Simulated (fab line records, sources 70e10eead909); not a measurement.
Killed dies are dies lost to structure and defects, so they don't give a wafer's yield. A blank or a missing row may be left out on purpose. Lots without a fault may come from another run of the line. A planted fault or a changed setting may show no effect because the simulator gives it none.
Chamber matching | flow nand_harc | NHARC_A_STAIRCASE_DESCUM_186 on rie_diel-04: 4 sister chambers
The step chemistry O2, time 3 s. 22 wafers are shown with their chamber, then 11 later ones without.

WAFERS WITH THEIR CHAMBER
wafer  | chamber | showerhead_plenum_p_Torr (Torr) | drypump_motor_current_A (A) | throttle_valve_pct (%)
L074.1 | 1       | 1.90                            | 5.8                         | 11.322
L074.2 | 0       | 1.92                            | 6.4                         | 11.298
L074.5 | 2       | 1.82                            | 6.6                         | 11.313
L081.1 | 2       | 1.82                            | 6.6                         | 11.313
L081.2 | 1       | 1.89                            | 5.9                         | 11.311
L081.3 | 0       | 1.92                            | 6.5                         | 11.313
L083.3 | 2       | 1.81                            | 6.7                         | 11.314
L083.4 | 0       | 1.92                            | 6.5                         | 11.298
L083.5 | 3       | 1.80                            | 5.6                         | 11.307
L085.1 | 1       | 1.89                            | 5.8                         | 11.308
L085.3 | 2       | 1.81                            | 6.7                         | 11.315
L085.6 | 1       | 1.89                            | 5.8                         | 11.314
L084.2 | 1       | 1.89                            | 5.9                         | 11.304
L084.5 | 1       | 1.89                            | 5.8                         | 11.322
L084.6 | 2       | 1.81                            | 6.7                         | 11.306
L087.4 | 2       | 1.81                            | 6.7                         | 11.309
L087.5 | 1       | 1.89                            | 5.8                         | 11.309
L087.6 | 2       | 1.81                            | 6.6                         | 11.314
L089.1 | 0       | 1.91                            | 6.4                         | 11.298
L089.2 | 3       | 1.80                            | 5.6                         | 11.307
L089.3 | 1       | 1.88                            | 5.8                         | 11.321
L093.1 | 1       | 1.88                            | 5.9                         | 11.298

SIGNATURES (means of the wafers above)
reading                  | chamber 0 | chamber 1 | chamber 2 | chamber 3 | scatter within a chamber
showerhead_plenum_p_Torr | 1.9175    | 1.8889    | 1.8129    | 1.8000    | 0.00531
drypump_motor_current_A  | 6.450     | 5.833     | 6.657     | 5.600     | 0.0512
throttle_valve_pct       | 11.30175  | 11.31211  | 11.31200  | 11.30700  | 0.00668
Rule: a wafer's distance from a chamber is the root of the sum, over the readings, of the square of ((its reading less the chamber's mean) divided by the reading's scatter). The wafer belongs to the nearest chamber; if the next one is less than 2 further off, it can't be placed. The scatter: the root of (the sum of the squares of (reading less its chamber's mean) over the shown wafers, divided by (wafers less chambers)).

WAFERS WITHOUT THEIR CHAMBER
wafer  | showerhead_plenum_p_Torr (Torr) | drypump_motor_current_A (A) | throttle_valve_pct (%)
L093.2 | 1.80                            | 5.6                         | 11.307
L093.5 | 1.88                            | 5.8                         | 11.293
L092.1 | 1.88                            | 5.8                         | 11.311
L092.5 | 1.81                            | 6.7                         | 11.301
L092.6 | 1.88                            | 5.9                         | 11.310
L097.1 | 1.80                            | 6.7                         | 11.309
L097.3 | 1.91                            | 6.4                         | 11.318
L097.6 | 1.79                            | 5.6                         | 11.302
L096.3 | 1.88                            | 5.8                         | 11.308
L096.5 | 1.91                            | 6.4                         | 11.307
L096.6 | 1.88                            | 5.8                         | 11.307

WHICH CHAMBER EACH WENT THROUGH
wafer  | from the rows above | in truth
L093.2 | 3                   | 3
L093.5 | 1                   | 1
L092.1 | 1                   | 1
L092.5 | 2                   | 2
L092.6 | 1                   | 1
L097.1 | 2                   | 2
L097.3 | 0                   | 0
L097.6 | 3                   | 3
L096.3 | 1                   | 1
L096.5 | 0                   | 0
L096.6 | 1                   | 1
Placed correctly: 11 of 11. Can't be placed from these rows: 0. Placed wrongly: 0.
